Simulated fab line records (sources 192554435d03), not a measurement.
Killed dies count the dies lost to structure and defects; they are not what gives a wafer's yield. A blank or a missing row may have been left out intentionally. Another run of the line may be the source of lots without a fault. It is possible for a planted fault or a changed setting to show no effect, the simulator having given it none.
Which tool was responsible? / flow n5_finfet / 9 lots with 27 wafers sampled at 6 steps, on a route of 1938 steps

== WHAT EACH GAUGE READ, for each wafer ==
N5_HKMG_FIN_CD_MEAS_12 targets a cd of 92.8 nm.
lot=L673; measured=day 4 14:39; on=cd_sem-02; cd_nm (nm)=94.2 94.2 94.0
lot=L675; measured=day 5 06:20; on=cd_sem-01; cd_nm (nm)=92.9 93.8 94.1
lot=L678; measured=day 5 20:14; on=cd_sem-03; cd_nm (nm)=93.5 92.4 93.4
lot=L681; measured=day 6 17:04; on=cd_sem-03; cd_nm (nm)=91.9 92.5 92.5
lot=L683; measured=day 7 03:07; on=cd_sem-02; cd_nm (nm)=93.0 93.1 92.9
lot=L688; measured=day 8 12:43; on=cd_sem-02; cd_nm (nm)=111.9 112.3 111.2
lot=L690; measured=day 8 22:55; on=cd_sem-03; cd_nm (nm)=108.8 107.7 108.4
lot=L691; measured=day 9 04:11; on=cd_sem-02; cd_nm (nm)=92.6 92.6 92.2
lot=L694; measured=day 10 00:44; on=cd_sem-01; cd_nm (nm)=92.8 93.0 94.1

N5_BEOL_M4_RC_MEAS_101.
lot=L673; measured=day 8 07:41; on=prober-02; DIBL_N (mV/V)=32.6 32.3 32.3; DIBL_P (mV/V)=31.7 31.6 31.5; IOFF_N (nA/um)=0.10 0.10 0.10; IOFF_P (nA/um)=0.15 0.15 0.15; ION_N (uA/um)=651 653 664; ION_P (uA/um)=456 453 456; SS_N (mV/dec)=70.0 69.8 70.1; SS_P (mV/dec)=72.0 71.8 72.1; VT_N (mV)=259 256 257; VT_P (mV)=-256 -253 -254
lot=L675; measured=day 8 23:09; on=prober-02; DIBL_N (mV/V)=36.8 35.0 36.5; DIBL_P (mV/V)=38.7 37.0 38.6; IOFF_N (nA/um)=0.17 0.15 0.16; IOFF_P (nA/um)=0.20 0.18 0.21; ION_N (uA/um)=675 675 675; ION_P (uA/um)=453 458 453; SS_N (mV/dec)=71.6 70.9 71.7; SS_P (mV/dec)=73.8 73.1 73.9; VT_N (mV)=250 253 253; VT_P (mV)=-254 -255 -252
lot=L678; measured=day 10 03:58; on=prober-02; DIBL_N (mV/V)=31.6 33.2 33.5; DIBL_P (mV/V)=31.6 33.4 34.0; IOFF_N (nA/um)=0.11 0.13 0.14; IOFF_P (nA/um)=0.16 0.18 0.20; ION_N (uA/um)=650 660 668; ION_P (uA/um)=451 457 458; SS_N (mV/dec)=71.4 70.7 71.6; SS_P (mV/dec)=72.7 72.2 73.1; VT_N (mV)=258 252 251; VT_P (mV)=-253 -251 -248
lot=L681; measured=day 11 21:26; on=prober-02; DIBL_N (mV/V)=38.4 37.1 35.5; DIBL_P (mV/V)=39.9 37.6 36.4; IOFF_N (nA/um)=0.19 0.17 0.14; IOFF_P (nA/um)=0.26 0.24 0.20; ION_N (uA/um)=689 673 669; ION_P (uA/um)=467 465 459; SS_N (mV/dec)=71.9 71.4 70.8; SS_P (mV/dec)=74.1 73.6 73.8; VT_N (mV)=247 251 251; VT_P (mV)=-250 -246 -249
lot=L683; measured=day 11 20:07; on=prober-02; DIBL_N (mV/V)=37.1 38.7 39.6; DIBL_P (mV/V)=36.1 37.1 38.6; IOFF_N (nA/um)=0.15 0.16 0.18; IOFF_P (nA/um)=0.19 0.20 0.23; ION_N (uA/um)=667 661 677; ION_P (uA/um)=455 450 460; SS_N (mV/dec)=71.9 72.4 71.6; SS_P (mV/dec)=72.6 73.5 73.8; VT_N (mV)=250 250 249; VT_P (mV)=-252 -251 -248
lot=L690; measured=day 13 20:22; on=prober-02; DIBL_N (mV/V)=36.9 34.1 39.1; DIBL_P (mV/V)=37.5 33.3 39.4; IOFF_N (nA/um)=0.17 0.12 0.21; IOFF_P (nA/um)=0.21 0.14 0.23; ION_N (uA/um)=678 659 682; ION_P (uA/um)=459 448 458; SS_N (mV/dec)=71.0 70.7 72.3; SS_P (mV/dec)=73.6 72.5 73.4; VT_N (mV)=248 255 246; VT_P (mV)=-251 -256 -251
lot=L691; measured=day 13 08:12; on=prober-02; DIBL_N (mV/V)=36.1 35.3 33.6; DIBL_P (mV/V)=35.6 35.6 32.8; IOFF_N (nA/um)=0.18 0.17 0.13; IOFF_P (nA/um)=0.19 0.19 0.15; ION_N (uA/um)=695 681 672; ION_P (uA/um)=465 459 451; SS_N (mV/dec)=71.7 71.2 71.2; SS_P (mV/dec)=73.0 72.9 72.8; VT_N (mV)=246 247 252; VT_P (mV)=-253 -252 -256
lot=L694; measured=day 14 14:23; on=prober-01; DIBL_N (mV/V)=36.8 37.2 36.1; DIBL_P (mV/V)=37.1 37.9 36.1; IOFF_N (nA/um)=0.19 0.20 0.18; IOFF_P (nA/um)=0.22 0.24 0.21; ION_N (uA/um)=680 679 684; ION_P (uA/um)=459 459 462; SS_N (mV/dec)=71.8 72.0 72.0; SS_P (mV/dec)=73.0 73.4 72.6; VT_N (mV)=248 246 245; VT_P (mV)=-249 -248 -251

== WHICH TOOL RAN EACH LOT (tool, then ch and the chambers of the sampled wafers, then the start) ==
lot=L673; N5_HKMG_FIN_ETCH_58=rie_diel-02 ch 1,3, day 4 11:33; N5_HKMG_FIN_ALD_79=ald_metal-04 ch 1,3, day 4 12:44; N5_HKMG_FIN_EXPOSE_09=arfi_scanner-01 ch 0, day 4 14:32; N5_HKMG_FIN_ETCH_35=rie_diel-02 ch 2,3, day 4 15:02
lot=L675; N5_HKMG_FIN_ETCH_58=rie_diel-05 ch 0,1,3, day 5 03:20; N5_HKMG_FIN_ALD_79=ald_metal-04 ch 0,2, day 5 04:24; N5_HKMG_FIN_EXPOSE_09=arfi_scanner-03 ch 0, day 5 06:13; N5_HKMG_FIN_ETCH_35=rie_diel-02 ch 1,3, day 5 06:43
lot=L678; N5_HKMG_FIN_ETCH_58=rie_diel-02 ch 0,1,2, day 5 17:13; N5_HKMG_FIN_ALD_79=ald_metal-04 ch 0,1,2, day 5 18:20; N5_HKMG_FIN_EXPOSE_09=arfi_scanner-03 ch 0, day 5 20:07; N5_HKMG_FIN_ETCH_35=rie_diel-06 ch 1,2,3, day 5 21:13
lot=L681; N5_HKMG_FIN_ETCH_58=rie_diel-05 ch 0,1, day 6 14:10; N5_HKMG_FIN_ALD_79=ald_metal-01 ch 0,2,3, day 6 15:13; N5_HKMG_FIN_EXPOSE_09=arfi_scanner-03 ch 0, day 6 16:57; N5_HKMG_FIN_ETCH_35=rie_diel-06 ch 0,1, day 6 17:27
lot=L683; N5_HKMG_FIN_ETCH_58=rie_diel-02 ch 0,2, day 6 23:55; N5_HKMG_FIN_ALD_79=ald_metal-04 ch 0,1, day 7 01:10; N5_HKMG_FIN_EXPOSE_09=arfi_scanner-02 ch 0, day 7 02:59; N5_HKMG_FIN_ETCH_35=rie_diel-02 ch 1,2, day 7 03:30
lot=L688; N5_HKMG_FIN_ETCH_58=rie_diel-06 ch 0,1,2, day 8 09:52; N5_HKMG_FIN_ALD_79=ald_metal-04 ch 1,2,3, day 8 10:55; N5_HKMG_FIN_EXPOSE_09=arfi_scanner-03 ch 0, day 8 12:35; N5_HKMG_FIN_ETCH_35=rie_diel-05 ch 0,2,3, day 8 13:06
lot=L690; N5_HKMG_FIN_ETCH_58=rie_diel-05 ch 0,1,2, day 8 19:55; N5_HKMG_FIN_ALD_79=ald_metal-01 ch 0,2,3, day 8 20:59; N5_HKMG_FIN_EXPOSE_09=arfi_scanner-03 ch 0, day 8 22:47; N5_HKMG_FIN_ETCH_35=rie_diel-02 ch 1,2, day 8 23:18
lot=L691; N5_HKMG_FIN_ETCH_58=rie_diel-02 ch 0,1, day 9 01:13; N5_HKMG_FIN_ALD_79=ald_metal-03 ch 1,2,3, day 9 02:16; N5_HKMG_FIN_EXPOSE_09=arfi_scanner-02 ch 0, day 9 04:04; N5_HKMG_FIN_ETCH_35=rie_diel-02 ch 0,1,2, day 9 04:53
lot=L694; N5_HKMG_FIN_ETCH_58=rie_diel-02 ch 1,2,3, day 9 21:45; N5_HKMG_FIN_ALD_79=ald_metal-03 ch 0,1, day 9 22:49; N5_HKMG_FIN_EXPOSE_09=arfi_scanner-01 ch 0, day 10 00:37; N5_HKMG_FIN_ETCH_35=rie_diel-02 ch 0,2,3, day 10 01:07
- N5_HKMG_FIN_ETCH_58: etches SOC in N2/H2, target depth 215.8 nm, time 741 s.
- N5_HKMG_FIN_ALD_79: deposits TiN, target thk 1.5 nm, pulse time 1 s, purge time 3 s.
- N5_HKMG_FIN_EXPOSE_09: exposes mask NWFM.
- N5_HKMG_FIN_ETCH_35: etches SOC in N2/H2, target depth 215.8 nm, time 243.4 s.

== AS READ BY THE TOOLS THEMSELVES (means over the sampled wafers that have a number; for cases with no such wafer, the mark the record gives instead) ==
N5_HKMG_FIN_ETCH_58.
lot=L673; tool=rie_diel-02; drypump_motor_current_A (A)=6.0; oes_product_au (a.u.)=0.78; rf_vpp_V (V)=98.8; showerhead_plenum_p_Torr (Torr)=2.58; throttle_valve_pct (%)=17.6
lot=L675; tool=rie_diel-05; drypump_motor_current_A (A)=6.2; oes_product_au (a.u.)=0.84; rf_vpp_V (V)=98.8; showerhead_plenum_p_Torr (Torr)=2.54; throttle_valve_pct (%)=17.6
lot=L678; tool=rie_diel-02; drypump_motor_current_A (A)=6.2; oes_product_au (a.u.)=0.82; rf_vpp_V (V)=100.1; showerhead_plenum_p_Torr (Torr)=2.60; throttle_valve_pct (%)=17.6
lot=L681; tool=rie_diel-05; drypump_motor_current_A (A)=6.5; oes_product_au (a.u.)=0.82; rf_vpp_V (V)=97.8; showerhead_plenum_p_Torr (Torr)=2.57; throttle_valve_pct (%)=17.6
lot=L683; tool=rie_diel-02; drypump_motor_current_A (A)=5.8; oes_product_au (a.u.)=0.79; rf_vpp_V (V)=99.1; showerhead_plenum_p_Torr (Torr)=2.55; throttle_valve_pct (%)=17.7
lot=L688; tool=rie_diel-06; drypump_motor_current_A (A)=5.4; oes_product_au (a.u.)=0.69; rf_vpp_V (V)=99.0; showerhead_plenum_p_Torr (Torr)=2.48; throttle_valve_pct (%)=18.2
lot=L690; tool=rie_diel-05; drypump_motor_current_A (A)=6.5; oes_product_au (a.u.)=0.77; rf_vpp_V (V)=99.6; showerhead_plenum_p_Torr (Torr)=2.55; throttle_valve_pct (%)=17.8
lot=L691; tool=rie_diel-02; drypump_motor_current_A (A)=6.0; oes_product_au (a.u.)=0.79; rf_vpp_V (V)=98.7; showerhead_plenum_p_Torr (Torr)=2.58; throttle_valve_pct (%)=17.6
lot=L694; tool=rie_diel-02; drypump_motor_current_A (A)=6.2; oes_product_au (a.u.)=0.77; rf_vpp_V (V)=99.3; showerhead_plenum_p_Torr (Torr)=2.58; throttle_valve_pct (%)=17.7

N5_HKMG_FIN_ALD_79.
lot=L673; tool=ald_metal-04; heater_power_w (W)=854; precursor_pulse_height_rel=0.991
lot=L675; tool=ald_metal-04; heater_power_w (W)=778; precursor_pulse_height_rel=1.013
lot=L678; tool=ald_metal-04; heater_power_w (W)=800; precursor_pulse_height_rel=0.998
lot=L681; tool=ald_metal-01; heater_power_w (W)=853; precursor_pulse_height_rel=1.014
lot=L683; tool=ald_metal-04; heater_power_w (W)=787; precursor_pulse_height_rel=1.010
lot=L688; tool=ald_metal-04; heater_power_w (W)=830; precursor_pulse_height_rel=1.012
lot=L690; tool=ald_metal-01; heater_power_w (W)=848; precursor_pulse_height_rel=1.006
lot=L691; tool=ald_metal-03; heater_power_w (W)=867; precursor_pulse_height_rel=0.993
lot=L694; tool=ald_metal-03; heater_power_w (W)=820; precursor_pulse_height_rel=1.002

N5_HKMG_FIN_EXPOSE_09.
lot=L673 tool=arfi_scanner-01 exposure_dose_mJ_cm2=39.22
lot=L675 tool=arfi_scanner-03 exposure_dose_mJ_cm2=39.26
lot=L678 tool=arfi_scanner-03 exposure_dose_mJ_cm2=39.32
lot=L681 tool=arfi_scanner-03 exposure_dose_mJ_cm2=39.24
lot=L683 tool=arfi_scanner-02 exposure_dose_mJ_cm2=39.23
lot=L688 tool=arfi_scanner-03 exposure_dose_mJ_cm2=52.70
lot=L690 tool=arfi_scanner-03 exposure_dose_mJ_cm2=50.00
lot=L691 tool=arfi_scanner-02 exposure_dose_mJ_cm2=39.19
lot=L694 tool=arfi_scanner-01 exposure_dose_mJ_cm2=39.18

N5_HKMG_FIN_ETCH_35.
lot=L673; tool=rie_diel-02; drypump_motor_current_A (A)=6.0; oes_product_au (a.u.)=0.79; rf_vpp_V (V)=141.0; showerhead_plenum_p_Torr (Torr)=2.56; throttle_valve_pct (%)=17.8
lot=L675; tool=rie_diel-02; drypump_motor_current_A (A)=6.4; oes_product_au (a.u.)=0.82; rf_vpp_V (V)=141.7; showerhead_plenum_p_Torr (Torr)=2.63; throttle_valve_pct (%)=17.5
lot=L678; tool=rie_diel-06; drypump_motor_current_A (A)=5.1; oes_product_au (a.u.)=0.70; rf_vpp_V (V)=141.7; showerhead_plenum_p_Torr (Torr)=2.50; throttle_valve_pct (%)=18.0
lot=L681; tool=rie_diel-06; drypump_motor_current_A (A)=5.7; oes_product_au (a.u.)=0.71; rf_vpp_V (V)=141.2; showerhead_plenum_p_Torr (Torr)=2.42; throttle_valve_pct (%)=18.2
lot=L683; tool=rie_diel-02; drypump_motor_current_A (A)=6.5; oes_product_au (a.u.)=0.81; rf_vpp_V (V)=142.7; showerhead_plenum_p_Torr (Torr)=2.64; throttle_valve_pct (%)=17.5
lot=L688; tool=rie_diel-05; drypump_motor_current_A (A)=6.1; oes_product_au (a.u.)=0.80; rf_vpp_V (V)=140.8; showerhead_plenum_p_Torr (Torr)=2.52; throttle_valve_pct (%)=17.9
lot=L690; tool=rie_diel-02; drypump_motor_current_A (A)=6.5; oes_product_au (a.u.)=0.80; rf_vpp_V (V)=143.0; showerhead_plenum_p_Torr (Torr)=2.64; throttle_valve_pct (%)=17.6
lot=L691; tool=rie_diel-02; drypump_motor_current_A (A)=6.2; oes_product_au (a.u.)=0.79; rf_vpp_V (V)=142.3; showerhead_plenum_p_Torr (Torr)=2.59; throttle_valve_pct (%)=17.7
lot=L694; tool=rie_diel-02; drypump_motor_current_A (A)=5.8; oes_product_au (a.u.)=0.74; rf_vpp_V (V)=141.3; showerhead_plenum_p_Torr (Torr)=2.53; throttle_valve_pct (%)=17.9

== THE ANSWER, worked out from the rows above alone ==
Rule: the lots themselves supply what counts as usual. Put in order of their means at a reading, lots are off if they are a third of the lots or fewer, leave a main group of 4 or more, and stand apart from it by a gap of 3 or more times the standard deviation of the main group's means; of several such gaps the widest counts. A main group is skipped when, at the precision printed for the reading in the tables above, its means are all equal. Also off: a lot with no number at a reading for which 4 or more lots have one. All remaining lots with rows at the step are treated as sound. Order of review: gauges by route order, followed by the tools' own readings, for which a lot's mean as printed above is used. At the first step where some lot is off, the reading lying furthest off is the one used; lots without a number count as furthest.
Off at N5_HKMG_FIN_CD_MEAS_12 (cd_nm): L688, L690. Mean 93.1 nm and standard deviation 0.59 in the main group.
A tool fits if, at a process step before that reading, it ran every lot that is off, and no sound lot after the first of them. Not tried: the gauges at N5_HKMG_FIN_CD_MEAS_12; whatever is off there is also off at N5_HKMG_FIN_EXPOSE_09, on other tools, and gauge error can't account for it. One fits: N5_HKMG_FIN_EXPOSE_09 on arfi_scanner-03. A fault onset in the window from L681 (day 6 16:57, its last sound lot) to L688 (day 8 12:35, its first lot off) fits.
The tool's own readings at N5_HKMG_FIN_EXPOSE_09 bear it out: on the lots that are off they differ by more than 5 times the standard deviation of the sound lots' means. exposure_dose_mJ_cm2 reads 51.35 there against 39.23 on the sound lots.

== WHAT HAD BEEN PUT IN BY THE SIMULATOR ==
Drift in process parameters on arfi_scanner-03 at N5_HKMG_FIN_EXPOSE_09, starting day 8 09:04. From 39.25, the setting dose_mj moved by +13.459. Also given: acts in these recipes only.
Struck lots among those shown: L688, L690. This agrees with what the rule above found.
